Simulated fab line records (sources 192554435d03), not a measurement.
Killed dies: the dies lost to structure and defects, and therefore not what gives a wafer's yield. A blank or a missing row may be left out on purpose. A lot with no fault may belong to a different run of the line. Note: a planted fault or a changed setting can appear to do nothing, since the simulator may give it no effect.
What tool caused it? -- flow n5Finfet -- 24 lots with 72 wafers sampled at 3 steps, on a route of 1938 steps

== WHAT EACH GAUGE READ, for each wafer ==
N5_BEOL_M10_CD_MEAS_18: pitch 140 nm, target cd 70 nm.
lot,measured,on,cdNm (nm)
L074,day 10 17:43,cdSem-01,69.5 70.4 70.5
L076,day 11 07:24,cdSem-01,69.6 69.8 69.6
L075,day 11 07:34,cdSem-01,68.8 69.3 69.8
L077,day 11 07:48,cdSem-03,69.8 70.6 70.1
L080,day 11 11:20,cdSem-01,69.8 69.8 69.4
L078,day 11 11:43,cdSem-03,70.9 69.8 70.2
L079,day 11 12:14,cdSem-01,69.2 68.8 70.5
L081,day 12 11:53,cdSem-03,70.5 68.9 69.1
L084,day 12 18:00,cdSem-01,69.7 69.1 69.3
L082,day 12 18:31,cdSem-03,71.0 70.3 70.6
L083,day 12 18:33,cdSem-01,69.4 69.2 69.7
L086,day 13 22:38,cdSem-01,68.1 68.4 67.9
L087,day 14 02:51,cdSem-03,69.6 69.6 69.3
L088,day 14 04:49,cdSem-02,69.1 69.6 68.9
L085,day 14 05:08,cdSem-03,69.4 69.2 69.0
L090,day 14 08:52,cdSem-02,69.8 69.2 70.0
L092,day 14 17:10,cdSem-03,70.1 69.7 70.0
L089,day 14 17:47,cdSem-01,69.9 68.8 69.8
L091,day 15 02:17,cdSem-02,69.8 69.6 69.8
L095,day 15 17:43,cdSem-02,70.0 69.5 70.7
L093,day 15 17:47,cdSem-01,69.9 69.9 70.0
L094,day 15 17:46,cdSem-03,69.2 69.4 69.2
L096,day 16 06:49,cdSem-01,70.6 69.6 69.9
L097,day 17 04:34,cdSem-03,69.8 68.9 69.5

== TOOL THAT RAN EACH LOT (tool first, then ch and the chambers of the sampled wafers, then the start) ==
lot,N5_BEOL_M10_HM_OPEN_17,N5_BEOL_M10_STRIP_19
L074,"rieMetal-02 ch 1, day 10 17:28","rieDiel-01 ch 1,2, day 10 17:38"
L076,"rieMetal-03 ch 0,1, day 11 07:13","rieDiel-06 ch 0,1, day 11 07:20"
L075,"rieMetal-01 ch 0,1, day 11 07:21","rieDiel-06 ch 0,1,3, day 11 07:29"
L077,"rieMetal-02 ch 1, day 11 07:31","rieDiel-01 ch 0,2, day 11 07:44"
L080,"rieMetal-01 ch 0,1, day 11 11:04","rieDiel-05 ch 0,3, day 11 11:16"
L078,"rieMetal-01 ch 0,1, day 11 11:23","rieDiel-01 ch 0,1,2, day 11 11:39"
L079,"rieMetal-01 ch 0,1, day 11 12:04","rieDiel-06 ch 0,1,3, day 11 12:11"
L081,"rieMetal-01 ch 0,1, day 12 11:26","rieDiel-01 ch 2,3, day 12 11:49"
L084,"rieMetal-01 ch 0,1, day 12 17:40","rieDiel-01 ch 0,1,3, day 12 17:56"
L082,"rieMetal-03 ch 0,1, day 12 17:59","rieDiel-01 ch 0,1, day 12 18:26"
L083,"rieMetal-02 ch 0,1, day 12 18:20","rieDiel-01 ch 0,3, day 12 18:29"
L086,"rieMetal-03 ch 1, day 13 22:22","rieDiel-05 ch 0,1,2, day 13 22:33"
L087,"rieMetal-03 ch 1, day 14 02:35","rieDiel-01 ch 0,1,2, day 14 02:47"
L088,"rieMetal-02 ch 0,1, day 14 04:31","rieDiel-05 ch 1,2, day 14 04:45"
L085,"rieMetal-01 ch 0,1, day 14 04:48","rieDiel-05 ch 0,2, day 14 05:04"
L090,"rieMetal-03 ch 0,1, day 14 08:41","rieDiel-06 ch 0,2,3, day 14 08:47"
L092,"rieMetal-02 ch 0,1, day 14 16:51","rieDiel-01 ch 0,2,3, day 14 17:05"
L089,"rieMetal-03 ch 0,1, day 14 17:32","rieDiel-06 ch 0,2,3, day 14 17:43"
L091,"rieMetal-01 ch 0,1, day 15 02:02","rieDiel-05 ch 0,1, day 15 02:13"
L095,"rieMetal-01 ch 1, day 15 17:26","rieDiel-01 ch 0,3, day 15 17:38"
L093,"rieMetal-03 ch 0,1, day 15 17:28","rieDiel-01 ch 1,2,3, day 15 17:43"
L094,"rieMetal-02 ch 0,1, day 15 17:28","rieDiel-01 ch 1,2,3, day 15 17:41"
L096,"rieMetal-02 ch 1, day 16 06:37","rieDiel-05 ch 0,3, day 16 06:44"
L097,"rieMetal-01 ch 0, day 17 04:13","rieDiel-06 ch 0,3, day 17 04:29"
- N5_BEOL_M10_HM_OPEN_17: chemistry Cl2/BCl3, target TiN, target depth 20 nm, overetch 6 nm.
- N5_BEOL_M10_STRIP_19: strips in O2.

== AS READ BY THE TOOLS THEMSELVES (means over the sampled wafers that have a number; for cases with no such wafer, the mark the record gives instead) ==
N5_BEOL_M10_HM_OPEN_17.
lot,tool,drypumpMotorCurrentA (A),oesProductAu (a.u.),throttleValvePct (%)
L074,rieMetal-02,5.9,0.72,22.17
L076,rieMetal-03,6.0,0.58,22.28
L075,rieMetal-01,6.3,0.61,22.08
L077,rieMetal-02,5.9,0.71,22.18
L080,rieMetal-01,6.3,0.61,22.07
L078,rieMetal-01,6.3,0.61,22.09
L079,rieMetal-01,6.3,0.65,21.90
L081,rieMetal-01,6.3,0.61,22.08
L084,rieMetal-01,6.3,0.61,22.07
L082,rieMetal-03,6.0,0.58,22.28
L083,rieMetal-02,5.9,0.78,22.14
L086,rieMetal-03,6.4,0.60,22.44
L087,rieMetal-03,6.4,0.60,22.42
L088,rieMetal-02,5.9,0.72,22.16
L085,rieMetal-01,6.3,0.60,22.12
L090,rieMetal-03,6.0,0.68,22.20
L092,rieMetal-02,5.9,0.75,22.14
L089,rieMetal-03,5.7,0.75,21.92
L091,rieMetal-01,6.3,0.63,21.91
L095,rieMetal-01,6.3,0.66,21.76
L093,rieMetal-03,6.0,0.67,22.19
L094,rieMetal-02,6.0,0.72,22.17
L096,rieMetal-02,5.9,0.68,22.20
L097,rieMetal-01,6.3,0.81,21.97

N5_BEOL_M10_STRIP_19.
lot,tool,drypumpMotorCurrentA (A),oesProductAu (a.u.),rfVppV (V),showerheadPlenumPTorr (Torr),throttleValvePct (%)
L074,rieDiel-01,6.2,0.73,4.0,2.09,16.81
L076,rieDiel-06,6.2,0.79,3.5,2.06,16.75
L075,rieDiel-06,5.7,0.80,3.6,2.05,16.65
L077,rieDiel-01,6.4,0.85,3.7,2.19,16.38
L080,rieDiel-05,6.2,0.69,2.9,2.03,16.86
L078,rieDiel-01,6.1,0.79,4.1,2.13,16.65
L079,rieDiel-06,5.7,0.79,3.5,2.05,16.65
L081,rieDiel-01,6.2,0.86,2.9,2.12,16.45
L084,rieDiel-01,5.8,0.83,3.8,2.14,16.49
L082,rieDiel-01,5.6,0.76,4.0,2.11,16.71
L083,rieDiel-01,6.0,0.91,3.5,2.16,16.29
L086,rieDiel-05,5.6,0.84,3.3,2.10,16.68
L087,rieDiel-01,6.0,0.76,3.9,2.12,16.68
L088,rieDiel-05,5.7,0.77,3.8,2.08,16.77
L085,rieDiel-05,5.5,0.83,3.4,2.12,16.63
L090,rieDiel-06,5.5,0.73,3.6,2.00,16.66
L092,rieDiel-01,6.3,0.82,3.5,2.14,16.46
L089,rieDiel-06,5.5,0.72,3.2,2.00,16.70
L091,rieDiel-05,5.7,0.82,4.3,2.07,16.74
L095,rieDiel-01,6.1,0.86,3.6,2.18,16.28
L093,rieDiel-01,6.0,0.76,4.3,2.09,16.72
L094,rieDiel-01,6.0,0.75,3.4,2.09,16.73
L096,rieDiel-05,6.3,0.94,3.6,2.20,16.41
L097,rieDiel-06,5.3,0.69,3.6,1.98,16.82

== THE ANSWER, worked out from the rows above alone ==
Rule: the usual values come from the lots themselves. Put in order of their means at a reading, lots are off if they are a third of the lots or fewer, leave a main group of 4 or more, and stand apart from it by a gap of 3 or more times the standard deviation of the main group's means; of several such gaps the widest counts. A main group is skipped when, at the precision printed for the reading in the tables above, its means are all equal. Also off: a lot with no number at a reading for which 4 or more lots have one. All remaining lots with rows at the step are treated as sound. The gauges are gone through in route order, then the tools' own readings, and for those a lot's mean is taken as printed above. The first step at which some lot is off is used, and at that step the reading that is off furthest; a lot without a number counts as furthest.
No lot is off on any of the readings shown, so nothing can be concluded from this.

== WHAT THE SIMULATOR HAD INSERTED ==
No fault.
